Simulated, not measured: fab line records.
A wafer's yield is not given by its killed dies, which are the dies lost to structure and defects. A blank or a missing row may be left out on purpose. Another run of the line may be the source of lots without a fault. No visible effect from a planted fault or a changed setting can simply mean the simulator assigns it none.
Shared-tool check | flow nand_harc | 2 lots, 6 wafers sampled

== REASON IT WAS OPENED ==
At NHARC_END_SORT_01 the reading killed_dies is flagged on 2 of 2 lots. Wafers without a fault read 31, standard deviation 10.
Rule: flag the lot when none of its wafers has a number, or when each of its wafers that has one lies beyond 4 standard deviations from that mean. All remaining lots are regarded as sound.

lot  | measured     | on        | killed_dies, wafer by wafer | flag
L827 | day 23 19:26 | prober-02 | 106 117 115                 | FLAGGED
L829 | day 24 09:18 | prober-01 | 102 88 85                   | FLAGGED
On average the flagged lots' numbers are 102, which is +71 against the usual, or +7 standard deviations.

== WHICH TOOL RAN EACH LOT ==
The record holds 2 process steps before the reading, out of a route of 1159 steps. Cell contents, in order: the tool; ch with the chambers the sampled wafers went through; the start.
lot  | flag    | NHARC_A_CONTACT_ETCH_116             | NHARC_THIN_TSV_PVD_19
L827 | FLAGGED | har_cap_etch-01 ch 0,1, day 20 03:11 | pvd_sputter-03, day 23 19:26 or earlier
L829 | FLAGGED | har_cap_etch-01 ch 0,1, day 21 05:52 | pvd_sputter-02, day 24 09:18 or earlier
What these steps do:
- NHARC_A_CONTACT_ETCH_116: etches the open film in C4F8/O2/Ar, time 94 s, target depth 922 nm.
- NHARC_THIN_TSV_PVD_19: deposits TaN, target thk 20 nm.
- NHARC_END_SORT_01

== FLAGGED AGAINST TOTAL, ONE TOOL AT A TIME (gauges that did the reading follow at the end) ==
step                     | tool            | lots run | flagged | share of the flagged lots | sound lots run after its first flagged lot
NHARC_A_CONTACT_ETCH_116 | har_cap_etch-01 | 2        | 2       | all                       | 0
NHARC_THIN_TSV_PVD_19    | pvd_sputter-02  | 1        | 1       | some                      | 0
NHARC_THIN_TSV_PVD_19    | pvd_sputter-03  | 1        | 1       | some                      | 0
NHARC_END_SORT_01        | prober-01       | 1        | 1       | some                      | 0
NHARC_END_SORT_01        | prober-02       | 1        | 1       | some                      | 0
Because NHARC_THIN_TSV_PVD_19 lacks a start for some lots, the hours and order of its lots are taken from NHARC_END_SORT_01.

== WHAT THE TABLE ALLOWS ==
All flagged lots share 1 row of the table, namely har_cap_etch-01 at NHARC_A_CONTACT_ETCH_116.
- har_cap_etch-01 at NHARC_A_CONTACT_ETCH_116 ran 2 lots, 2 of them flagged. No sound lot ran on it before its first flagged lot in this sample; the start therefore can't be narrowed down.
One tool is left: har_cap_etch-01 at NHARC_A_CONTACT_ETCH_116.

== WHAT HAD BEEN PUT IN BY THE SIMULATOR ==
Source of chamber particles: har_cap_etch-01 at NHARC_A_CONTACT_ETCH_116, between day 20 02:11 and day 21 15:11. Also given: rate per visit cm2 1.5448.
Struck lots among those shown: L827, L829. The rule above reached the same finding.
